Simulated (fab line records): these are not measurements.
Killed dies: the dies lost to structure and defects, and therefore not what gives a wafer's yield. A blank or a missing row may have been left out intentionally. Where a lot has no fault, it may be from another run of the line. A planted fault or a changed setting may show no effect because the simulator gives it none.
fab line records -- flow n5_finfet
[record] lots = 11, wafers = 33, last_day = 18
route steps=1938 shown PMOS_HMC_CHANNEL_EPI@73 FIN_SAQP@98 PASSIVATION@1936
lots that met no fault: taken from a fault-free run of the same line
start_h: hours from the record's first day to the start of the lot's first wafer shown -- wait_h: hours elapsed since this lot's preceding step -- " same as the row above -- L1.1+2: one row covering several wafers at once -- - either no value or no given start -- * or withheld: withheld -- < > ~ a bound
route shown NAME@n: a module of which the file shows steps, and the number in the route of the first -- usual: mean and standard deviation over wafers with no fault -- same: alike in all rows -- chamber/n: place in a boat -- sites: per-site readings -- _std_site: their standard deviation -- _edge_site: the outer-site mean with the inner-site mean subtracted -- radius_mm: how far each site lies from the wafer's centre -- mask NAME#n: copy n -- behind: tool/chamber where the wafer was last shaped -- hold: cause of the lot's hold/its duration in hours/its outcome -- device: transistor that didn't switch, given as n, p or np -- end of line: at the end of the route, the tests of the same wafers -- a step with no rows: only its recipe -- killed: at the first sort, the dies lost to defects and structure; wafer yield is something else -- map: a wafer's dies, x killed, . not, _ none there
set.NAME: setting as actually run; set.NAME@STEP: the setting as run at that earlier step -- model.NAME: the simulator's own value behind a step, which no gauge read
steps of the route over a sample of lots; a table a step, a row a wafer
services: the hour from which a tool's chamber was out of use, counted from the record's first day as start_h (under 0 if before that day), plus the number of hours and why
[[steps]]
[step N5_PMOS_HMC_CHANNEL_EPI_ETCH_38]
[recipe] chemistry = CF4, target = SiO2, target_depth_a = 15, ion_energy_ev = 350, pressure_mtorr = 10, icp_w = 800, bias_w = 400, cf4_flow_sccm = 80
[usual] drypump_motor_current_A = 5.7/0.47, oes_product_au = 1.000/0.018, throttle_valve_pct = 21.72/0.16
lot.wafer,tool,chamber,start_h,wait_h,drypump_motor_current_A,oes_product_au,rf_hours_counter_h,throttle_valve_pct
L617.1,rie_si-04,1,23.65,0.0,5.9,0.998,160,21.78
L617.2,rie_si-04,0,23.65,0.0,5.3,1.002,171,21.60
L617.5,rie_si-04,1,23.65,0.0,5.9,0.988,-,21.79
L620.1,rie_si-04,3,42.05,0.0,5.7,0.979,181,21.94
L620.3,rie_si-04,2,42.05,0.0,5.9,0.990,112,21.48
L620.6,rie_si-04,1,42.05,0.0,5.9,0.994,-,21.79
L622.1,rie_si-02,3,53.63,0.0,5.1,1.016,30,21.84
L622.2,rie_si-02,0,53.63,0.0,6.5,1.006,4,21.49
L622.6,rie_si-02,2,53.63,0.0,5.5,0.981,-,21.94
L625.1,rie_si-02,0,72.14,0.0,6.5,1.012,4,21.49
L625.4,rie_si-02,1,72.14,0.0,6.2,0.993,81,21.79
L625.6,rie_si-02,3,72.14,0.0,5.1,1.013,-,21.84
L626.4,rie_si-03,3,78.50,0.0,5.7,1.027,27,21.51
L626.5,rie_si-03,3,78.50,0.0,5.7,1.027,-,21.50
L626.6,rie_si-03,0,78.50,0.0,6.0,0.981,-,21.85
L628.1,rie_si-03,2,89.47,0.0,4.7,1.032,106,21.71
L628.2,rie_si-03,1,89.47,0.0,6.0,0.999,145,21.77
L628.6,rie_si-03,0,89.47,0.0,6.0,0.969,-,21.83
L629.4,rie_si-03,0,96.34,0.0,6.0,0.981,2,21.85
L629.5,rie_si-03,3,96.34,0.0,5.7,1.040,-,21.51
L629.6,rie_si-03,2,96.34,0.0,4.7,1.037,-,21.73
L631.1,rie_si-03,0,107.81,0.0,6.0,0.964,2,21.85
L631.5,rie_si-03,2,107.81,0.0,4.7,1.013,-,21.69
L631.6,rie_si-03,1,107.81,0.0,5.9,0.999,-,21.75
L634.1,rie_si-02,0,126.66,0.0,6.5,1.008,5,21.49
L634.2,rie_si-02,1,126.66,0.0,6.2,1.002,82,21.78
L634.6,rie_si-02,3,126.66,0.0,5.1,1.026,-,21.85
L636.1,rie_si-02,3,138.77,0.0,5.1,1.026,32,21.84
L636.4,rie_si-02,2,138.77,0.0,5.5,0.981,38,21.93
L636.5,rie_si-02,0,138.77,0.0,6.5,1.006,-,21.49
L638.2,rie_si-04,2,149.96,0.0,5.8,0.988,114,21.49
L638.5,rie_si-04,3,149.96,0.0,5.6,0.972,-,21.94
L638.6,rie_si-04,0,149.96,0.0,5.3,1.002,-,21.60
[step N5_FIN_SAQP_PECVD_47]
[recipe] material = a-Si, target_thk_a = 450, temp_c = 400, precursor = SiH4/He, pressure_torr = 3, rf_w = 100, time_s = 36.3
[usual] heater_power_w = 848/110, showerhead_plenum_p_Torr = 5.70/0.066, throttle_valve_pct = 18.2/1.5
lot.wafer,tool,chamber,start_h,wait_h,heater_power_w,showerhead_plenum_p_Torr,since_wet_clean_h,throttle_valve_pct
L617.1,pecvd-03,2,27.05,0.0,686,5.65,149,15.3
L617.2,pecvd-03,1,27.05,0.0,880,5.78,1637,19.2
L617.5,pecvd-03,1,27.05,0.0,850,5.75,-,19.2
L620.1,pecvd-03,1,45.01,0.0,944,5.77,1655,19.2
L620.3,pecvd-03,0,45.01,0.0,936,5.78,930,19.6
L620.6,pecvd-03,1,45.01,0.0,929,5.77,-,19.3
L622.1,pecvd-01,0,56.73,0.0,891,5.61,761,18.2
L622.2,pecvd-01,2,56.73,0.0,933,5.69,7,16.2
L622.6,pecvd-01,2,56.73,0.0,915,5.70,-,16.7
L625.1,pecvd-01,1,75.13,0.0,835,5.73,1504,17.5
L625.4,pecvd-01,1,75.13,0.0,700,5.73,-,17.4
L625.6,pecvd-01,0,75.13,0.0,1000,5.63,-,18.2
L626.4,pecvd-03,1,81.62,0.1,938,5.78,-,19.1
L626.5,pecvd-03,2,81.62,0.1,692,5.67,-,15.4
L626.6,pecvd-03,0,81.62,0.1,888,5.80,-,19.8
L628.1,pecvd-04,0,92.55,0.0,830,5.60,1159,20.7
L628.2,pecvd-04,1,92.55,0.0,688,5.61,1884,19.1
L628.6,pecvd-04,1,92.55,0.0,703,5.62,-,19.2
L629.4,pecvd-03,0,100.04,0.1,944,5.80,-,19.7
L629.5,pecvd-03,2,100.04,0.1,685,5.65,-,15.8
L629.6,pecvd-03,1,100.04,0.1,949,5.78,-,19.3
L631.1,pecvd-03,0,110.81,0.0,907,5.81,996,19.8
L631.5,pecvd-03,1,110.81,0.0,907,5.76,-,19.4
L631.6,pecvd-03,0,110.81,0.0,908,5.81,-,19.9
L634.1,pecvd-01,2,130.19,0.0,812,5.70,80,16.7
L634.2,pecvd-01,1,130.19,0.0,819,5.73,1559,17.5
L634.6,pecvd-01,1,130.19,0.0,832,5.72,-,17.3
L636.1,pecvd-03,1,142.20,0.0,958,5.76,1752,19.3
L636.4,pecvd-03,1,142.20,0.0,958,5.78,-,19.4
L636.5,pecvd-03,2,142.20,0.0,684,5.66,-,15.8
L638.2,pecvd-04,0,153.63,0.0,977,5.62,1220,20.7
L638.5,pecvd-04,2,153.63,0.0,883,5.71,-,17.6
L638.6,pecvd-04,0,153.63,0.0,980,5.62,-,20.6
[step N5_FIN_SAQP_HM_DEP_72]
[recipe] material = SiO2, target_thk_a = 120, temp_c = 400, precursor = SiH4/N2O, pressure_torr = 0.75, rf_w = 275, time_s = 7.2
[usual] heater_power_w = 773/110, showerhead_plenum_p_Torr = 8.21/0.17
lot.wafer,tool,chamber,start_h,wait_h,heater_power_w,showerhead_plenum_p_Torr,since_wet_clean_h
L617.1,pecvd-01,1,27.26,0.0,728,8.30,1456
L617.2,pecvd-01,0,27.26,0.0,764,8.04,731
L617.5,pecvd-01,1,27.26,0.0,735,8.31,-
L620.1,pecvd-01,1,45.22,0.0,734,8.31,1474
L620.3,pecvd-01,0,45.22,0.0,835,8.03,-
L620.6,pecvd-01,0,45.22,0.0,844,8.05,-
L622.1,pecvd-03,1,56.93,0.0,813,8.42,1667
L622.2,pecvd-03,0,56.93,0.0,744,8.51,942
L622.6,pecvd-03,0,56.93,0.0,725,8.51,-
L625.1,pecvd-04,0,75.34,0.0,963,7.98,1142
L625.4,pecvd-04,1,75.34,0.0,713,8.00,-
L625.6,pecvd-04,2,75.34,0.0,793,8.25,-
L626.4,pecvd-04,1,81.83,0.1,651,8.02,-
L626.5,pecvd-04,2,81.83,0.1,813,8.25,-
L626.6,pecvd-04,0,81.83,0.1,933,8.02,-
L628.1,pecvd-03,1,92.76,0.0,877,8.45,1703
L628.2,pecvd-03,2,92.76,0.0,597,8.14,215
L628.6,pecvd-03,1,92.76,0.0,877,8.41,-
L629.4,pecvd-04,1,100.25,0.1,687,8.01,-
L629.5,pecvd-04,0,100.25,0.1,963,7.99,-
L629.6,pecvd-04,2,100.25,0.1,816,8.24,-
L631.1,pecvd-04,0,111.02,0.0,871,8.02,1177
L631.5,pecvd-04,2,111.02,0.0,745,8.26,-
L631.6,pecvd-04,1,111.02,0.0,596,7.98,-
L634.1,pecvd-03,1,130.40,0.0,823,8.42,1741
L634.2,pecvd-03,2,130.40,0.0,575,8.15,253
L634.6,pecvd-03,1,130.40,0.0,849,8.39,-
L636.1,pecvd-01,1,142.41,0.0,783,8.31,1571
L636.4,pecvd-01,2,142.41,0.0,860,8.24,-
L636.5,pecvd-01,1,142.41,0.0,789,8.30,-
L638.2,pecvd-04,0,153.83,0.0,922,8.01,1220
L638.5,pecvd-04,2,153.83,0.0,813,8.25,-
L638.6,pecvd-04,1,153.83,0.0,690,8.02,-
[step N5_FIN_SAQP_EXPOSE_13]
[recipe] mask_id = FIN_CORE, na = 1.35, source_shape = dipole, sigma_inner = 0.538, sigma_outer = 0.738, polarization = te, target_cd_nm = 35.6, dose_mj = 63.25
[usual] exposure_dose_mJ_cm2 = 63.22/0.062, focus_offset_nm = 0.0/0.47
lot.wafer,tool,chamber,start_h,wait_h,mask,exposure_dose_mJ_cm2,focus_offset_nm
L617.1,arfi_scanner-03,0,27.60,-,FIN_CORE#0,63.20,-0.9
L617.2,arfi_scanner-03,0,27.60,-,FIN_CORE#0,63.27,-0.2
L617.5,arfi_scanner-03,0,27.60,-,FIN_CORE#0,63.26,0.6
L620.1,arfi_scanner-03,0,45.57,-,FIN_CORE#0,63.23,0.2
L620.3,arfi_scanner-03,0,45.57,-,FIN_CORE#0,63.21,-0.7
L620.6,arfi_scanner-03,0,45.57,-,FIN_CORE#0,63.25,0.1
L622.1,arfi_scanner-02,0,57.25,-,FIN_CORE#0,63.25,0.5
L622.2,arfi_scanner-02,0,57.25,-,FIN_CORE#0,63.29,0.5
L622.6,arfi_scanner-02,0,57.25,-,FIN_CORE#0,63.31,0.2
L625.1,arfi_scanner-01,0,75.66,-,FIN_CORE#0,58.66,-0.1
L625.4,arfi_scanner-01,0,75.66,-,FIN_CORE#0,58.68,0.3
L625.6,arfi_scanner-01,0,75.66,-,FIN_CORE#0,58.67,0.6
L626.4,arfi_scanner-01,0,82.02,-,FIN_CORE#0,59.68,0.2
L626.5,arfi_scanner-01,0,82.02,-,FIN_CORE#0,59.69,1.1
L626.6,arfi_scanner-01,0,82.02,-,FIN_CORE#0,59.63,0.7
L628.1,arfi_scanner-03,0,93.07,-,FIN_CORE#0,63.28,-0.6
L628.2,arfi_scanner-03,0,93.07,-,FIN_CORE#0,63.20,-0.4
L628.6,arfi_scanner-03,0,93.07,-,FIN_CORE#0,63.32,-0.9
L629.4,arfi_scanner-03,0,100.44,-,FIN_CORE#0,63.15,-1.0
L629.5,arfi_scanner-03,0,100.44,-,FIN_CORE#0,63.13,-0.2
L629.6,arfi_scanner-03,0,100.44,-,FIN_CORE#0,63.12,-0.3
L631.1,arfi_scanner-03,0,111.34,-,FIN_CORE#0,63.30,0.6
L631.5,arfi_scanner-03,0,111.34,-,FIN_CORE#0,63.24,0.5
L631.6,arfi_scanner-03,0,111.34,-,FIN_CORE#0,63.28,-0.4
L634.1,arfi_scanner-03,0,130.74,-,FIN_CORE#0,63.19,-0.4
L634.2,arfi_scanner-03,0,130.74,-,FIN_CORE#0,63.17,-0.4
L634.6,arfi_scanner-03,0,130.74,-,FIN_CORE#0,63.19,0.6
L636.1,arfi_scanner-03,0,142.73,-,FIN_CORE#0,63.26,0.4
L636.4,arfi_scanner-03,0,142.73,-,FIN_CORE#0,63.26,0.0
L636.5,arfi_scanner-03,0,142.73,-,FIN_CORE#0,63.32,0.2
L638.2,arfi_scanner-03,0,154.17,-,FIN_CORE#0,63.18,-0.4
L638.5,arfi_scanner-03,0,154.17,-,FIN_CORE#0,63.25,-0.1
L638.6,arfi_scanner-03,0,154.17,-,FIN_CORE#0,63.32,-0.1
[step N5_FIN_SAQP_CD_MEAS_16]
[recipe] target_cd_nm = 35.6, landing_energy_ev = 500, detector = se_inlens
[usual] cd_nm = 35.55/0.3
lot.wafer,tool,chamber,start_h,wait_h,cd_nm
L617.1,cd_sem-03,0,27.73,-,35.31
L617.2,cd_sem-03,0,27.73,-,35.50
L617.5,cd_sem-03,0,27.73,-,35.63
L620.1,cd_sem-02,0,45.70,-,35.44
L620.3,cd_sem-02,0,45.70,-,35.38
L620.6,cd_sem-02,0,45.70,-,35.26
L622.1,cd_sem-02,0,57.38,-,35.94
L622.2,cd_sem-02,0,57.38,-,35.70
L622.6,cd_sem-02,0,57.38,-,36.03
L625.1,cd_sem-02,0,75.78,-,37.15
L625.4,cd_sem-02,0,75.78,-,37.57
L625.6,cd_sem-02,0,75.78,-,37.45
L626.4,cd_sem-02,0,82.13,-,36.73
L626.5,cd_sem-02,0,82.13,-,36.87
L626.6,cd_sem-02,0,82.13,-,36.76
L628.1,cd_sem-03,0,93.20,-,35.75
L628.2,cd_sem-03,0,93.20,-,35.41
L628.6,cd_sem-03,0,93.20,-,35.67
L629.4,cd_sem-01,0,100.56,-,35.35
L629.5,cd_sem-01,0,100.56,-,35.70
L629.6,cd_sem-01,0,100.56,-,36.00
L631.1,cd_sem-01,0,111.46,-,35.91
L631.5,cd_sem-01,0,111.46,-,35.35
L631.6,cd_sem-01,0,111.46,-,35.26
L634.1,cd_sem-01,0,130.87,-,35.48
L634.2,cd_sem-01,0,130.87,-,35.82
L634.6,cd_sem-01,0,130.87,-,35.60
L636.1,cd_sem-03,0,142.86,-,35.71
L636.4,cd_sem-03,0,142.86,-,35.56
L636.5,cd_sem-03,0,142.86,-,35.19
L638.2,cd_sem-01,0,154.29,-,35.61
L638.5,cd_sem-01,0,154.29,-,36.33
L638.6,cd_sem-01,0,154.29,-,36.26
[step N5_PASSIVATION_PROBE_49]
[usual] killed_at_M0_to_M3 = 33/9.9, killed_at_M4_up = 14/6.4, killed_at_contacts = 12/7, killed_at_front_end = 41/13, killed_at_other = 3.1/2.9, killed_dies = 103/20, killed_open = 67/14, killed_short = 34/9.4
[same] gross_dies = 1180, killed_at_back_side = 0
lot.wafer,tool,chamber,start_h,wait_h,killed_at_M0_to_M3,killed_at_M4_up,killed_at_contacts,killed_at_front_end,killed_at_other,killed_dies,killed_open,killed_short
L625.4,prober-01,-,319.17,0.2,32,13,3,41,3,92,62,30
L638.2,prober-01,-,437.73,0.1,21,13,7,53,0,94,68,26
L638.5,prober-01,-,437.88,0.2,37,8,11,60,4,120,85,34
L638.6,prober-01,-,437.93,0.3,64,15,12,57,2,150,97,50
// killed by level:class
L625.4 FIN_SAQP:geometric_particle:open=16 FIN_SAQP:geometric_particle:short=11 BEOL_M2:geometric_particle:open=7 BEOL_M3:geometric_particle:open=7 BEOL_M0_SAQP:geometric_particle:open=6 BEOL_M4:geometric_particle:open=4 GATE_CUT:geometric_particle:short=3 MOL_CONTACT_COAG:geometric_particle:open=3
L638.2 STI_FIN_REVEAL:geometric_particle:open=10 FIN_SAQP:geometric_particle:short=9 FIN_SAQP:geometric_particle:open=9 MOL_CONTACT_COAG:geometric_particle:open=7 BEOL_M0_SAQP:geometric_particle:open=7 DUMMY_GATE:geometric_particle:open=6 BEOL_M0_SAQP:geometric_particle:short=4 STARTING-WAFER:geometric_particle:short=3
L638.5 STI_FIN_REVEAL:geometric_particle:open=27 BEOL_M0_SAQP:geometric_particle:short=15 MOL_CONTACT_COAG:geometric_particle:open=10 STARTING-WAFER:geometric_particle:open=8 BEOL_M0_SAQP:geometric_particle:open=7 FIN_SAQP:geometric_particle:short=6 BEOL_M0:geometric_particle:open=6 FIN_SAQP:geometric_particle:open=5
L638.6 BEOL_M0_SAQP:geometric_particle:short=23 BEOL_M0_SAQP:geometric_particle:open=20 STI_FIN_REVEAL:geometric_particle:open=17 FIN_SAQP:geometric_particle:open=14 BEOL_M2:geometric_particle:open=11 MOL_CONTACT_COAG:geometric_particle:open=10 FIN_SAQP:geometric_particle:short=8 BEOL_M5:geometric_particle:open=6
[[services]]
tool,chamber,start_h,hours,kind
rie_si-02,1,0.18,3.8,repair
arfi_scanner-02,-,4.52,1.0,pm
pecvd-03,2,5.94,2.1,scheduled_down
rie_si-04,3,8.81,11.5,repair
arfi_scanner-01,-,9.83,2.1,repair
pecvd-04,-,19.98,14.6,pm
arfi_scanner-03,-,25.79,0.8,pm
arfi_scanner-02,-,26.61,1.0,pm
arfi_scanner-01,-,39.98,1.3,pm
pecvd-04,-,52.20,5.5,pm
arfi_scanner-03,-,66.68,0.4,repair
pecvd-03,1,69.43,5.5,scheduled_down
arfi_scanner-01,-,78.91,1.0,pm
pecvd-01,0,98.28,16.8,repair
arfi_scanner-02,-,106.76,1.3,pm
arfi_scanner-03,-,108.87,1.3,pm
pecvd-01,-,114.40,2.8,pm
arfi_scanner-01,-,119.02,0.8,pm
arfi_scanner-01,-,128.20,5.0,repair
pecvd-04,-,131.73,0.5,repair
arfi_scanner-02,-,141.80,0.8,pm
rie_si-04,3,145.41,3.3,repair
arfi_scanner-02,-,148.22,3.9,pm
pecvd-01,-,151.85,14.6,pm
[[key]]
[first_sign] step = N5_FIN_SAQP_EXPOSE_13, reading = exposure_dose_mJ_cm2, direction = down, sigmas = 66, usual = 63.22, struck = 59.17
[effect] step = N5_FIN_SAQP_CD_MEAS_16, reading = cd_nm, direction = up, sigmas = 5.1, usual = 35.55, struck = 37.09, through = control_loop
met_at N5_FIN_SAQP_EXPOSE_13
struck_lots L625,L626
tester_left_out L625,L626
[loop_trim] step = N5_FIN_SAQP_EXPOSE_13, setting = dose, lots = L626
not_acting_at N5_PMOS_HMC_CHANNEL_EPI_ETCH_38,N5_FIN_SAQP_PECVD_47,N5_FIN_SAQP_HM_DEP_72
[fault] kind = process_parameter_drift, tool = arfi_scanner-01, chamber = -, onset_h = 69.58, steps = N5_FIN_SAQP_EXPOSE_13, channel = dose_mj, offset = -4.4789, shape = step, acts_in = these_recipes_only, stated = 63.25
// tester_left_out: of these lots the tester's yield and bins aren't shown, on N5 and GAA mostly nor the transistor test; their killed dies are dies lost to structure and defects alone, not to doping, threshold or leakage, so they don't give the yield
// loop_trim: a control loop set the setting to another value than it would have without faults
